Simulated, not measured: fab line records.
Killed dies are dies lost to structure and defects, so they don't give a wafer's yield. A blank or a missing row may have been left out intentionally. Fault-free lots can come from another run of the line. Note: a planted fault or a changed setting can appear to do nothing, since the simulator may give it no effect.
A lot that was struck, set against a sound lot + flow n5 finfet + 14 steps out of a route of 1938
Sound: these wafers, L441.1, L441.4, L441.6. The struck wafers were L459.3, L459.4, L459.6. The cause is given at the end.
Order at every step that has rows: each side's tool, ch and its chambers, its first start. Under that, the readings that differ: sound wafers + struck wafers + difference of the means + sigmas: that difference in standard deviations of wafers without a fault.
alike: a reading whose means differ by less than 2 such deviations, as well as words and numbers matching on both sides. not compared: withheld readings; readings where some wafer has no value; bounds like >300 that might hide an equal value; numbers whose values overlap and for which the record gives no deviation.
Wherever a step has rows on one side only, a row that says differs or no value, or a row with sigmas, the two part there. Non-overlapping numbers with no deviation appear without sigmas and do not part them. Lack of a reading on every wafer of one side parts them only where that side has two or more wafers.

N5_BEOL_M14_STRIP_63: strips in O2.
  sound: rie diel-02 ch 1,2,3; struck: rie diel-01 ch 0,2
  alike: drypump motor current A, oes product au, rf vpp V, showerhead plenum p Torr, throttle valve pct
  not compared: rf hours counter h
N5_BEOL_M14_STRIP_64: strips in O2.
  sound: rie diel-02 ch 1,2,3; struck: rie diel-01 ch 0,2
  alike: drypump motor current A, oes product au, rf vpp V, showerhead plenum p Torr, throttle valve pct
  not compared: rf hours counter h
then, 2 steps without rows for these wafers: N5_BEOL_M14_STRIP_71 (strips in post etch residue remover, time 60 s); N5_BEOL_M14_SRD_72 (time 30 s, dry time 30 s).
N5_BEOL_M14_CD_MEAS_17 targets a cd of 250 nm.
  sound on cd sem-03, day 11 11:43; struck on cd sem-01, day 16 02:22
  alike: cd nm
then, 7 steps without rows for these wafers: N5_BEOL_M14_COAT_65 (time 60 s, resist thk 450 nm); N5_BEOL_M14_COAT_66 (time 60 s, resist thk 110 nm); N5_BEOL_M14_COAT_22 (resist thk 300 nm); N5_BEOL_M14_EBR_24; N5_BEOL_M14_SOFTBAKE_23 (time 60 s); N5_BEOL_M14_EXPOSE_25 (exposes mask M14, target cd 280 nm); N5_BEOL_M14_PEB_26 (peb time 90 s).
N5_BEOL_M14_DEVELOP_27: develop time 45 s.
  sound on litho track-04 ch 0, day 11 12:04; struck on litho track-02, day 16 02:34
  no value came back on the struck wafers for chill plate temp C (C), develop time s (s); on the sound wafers chill plate temp C (C) reads 23.04 22.98 23.12
| reading                                    | sound         | struck            | difference | sigmas |
|--------------------------------------------|---------------|-------------------|------------|--------|
| model.coat_of_BEOL_M14_COAT_22.thk nm (nm) | 287 287 287.8 | 301.2 301.8 301.8 | +14.3      |        |
then, 1 step without rows for these wafers: N5_BEOL_M14_HARDBAKE_32 (time 120 s).

== WHERE THEY PART ==
Only at N5_BEOL_M14_DEVELOP_27, within this record.

WHY: the cause the simulator had injected
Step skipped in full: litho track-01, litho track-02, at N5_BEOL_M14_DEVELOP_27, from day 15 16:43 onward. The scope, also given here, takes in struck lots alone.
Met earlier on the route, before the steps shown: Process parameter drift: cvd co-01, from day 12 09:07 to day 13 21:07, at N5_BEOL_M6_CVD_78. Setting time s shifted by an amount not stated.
